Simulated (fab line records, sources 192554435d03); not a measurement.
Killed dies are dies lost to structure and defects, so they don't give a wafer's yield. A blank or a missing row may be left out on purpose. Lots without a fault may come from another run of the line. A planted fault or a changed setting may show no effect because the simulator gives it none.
Chamber matching | flow n5_finfet | N5_BEOL_M0_CUTY_DESCUM_61 on rie_diel-01: 4 sister chambers
The step chemistry O2, time 7.9 s. 8 wafers are shown with their chamber, then 7 later ones without.

WAFERS WITH THEIR CHAMBER
wafer  | chamber | showerhead_plenum_p_Torr (Torr) | drypump_motor_current_A (A)
L080.3 | 0       | 1.98                            | 6.2
L083.4 | 2       | 2.20                            | 5.7
L083.6 | 3       | 2.08                            | 5.8
L085.1 | 2       | 2.20                            | 5.7
L085.2 | 3       | 2.07                            | 5.7
L085.3 | 0       | 1.98                            | 6.2
L089.1 | 1       | 2.17                            | 6.6
L089.5 | 1       | 2.16                            | 6.6

WAFERS WITHOUT THEIR CHAMBER
wafer  | showerhead_plenum_p_Torr (Torr) | drypump_motor_current_A (A)
L089.6 | 2.20                            | 5.7
L093.1 | 2.24                            | 6.3
L093.3 | 2.07                            | 5.7
L093.4 | 2.16                            | 6.5
L095.2 | 2.24                            | 6.3
L095.5 | 2.07                            | 5.7
L095.6 | 2.24                            | 6.3

WHICH CHAMBER EACH WENT THROUGH
wafer  | from the rows above     | in truth
L089.6 | 2                       | 2
L093.1 | can't be placed: 1 or 2 | 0
L093.3 | 3                       | 3
L093.4 | 1                       | 1
L095.2 | can't be placed: 1 or 2 | 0
L095.5 | 3                       | 3
L095.6 | can't be placed: 1 or 2 | 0
Placed correctly: 4 of 7. Can't be placed from these rows: 3 (the true chamber is among the candidates in 0). Placed wrongly: 0.
How it was worked out, from the rows above alone: a wafer's distance from a chamber is the root of the sum, over the readings, of the square of ((its reading less the chamber's mean) divided by the reading's scatter). The wafer belongs to the nearest chamber; if the next one is less than 2 further off, it can't be placed. A chamber's mean is the mean of its shown wafers. The scatter: the root of (the sum of the squares of (reading less its chamber's mean) over the shown wafers, divided by (wafers less chambers)).
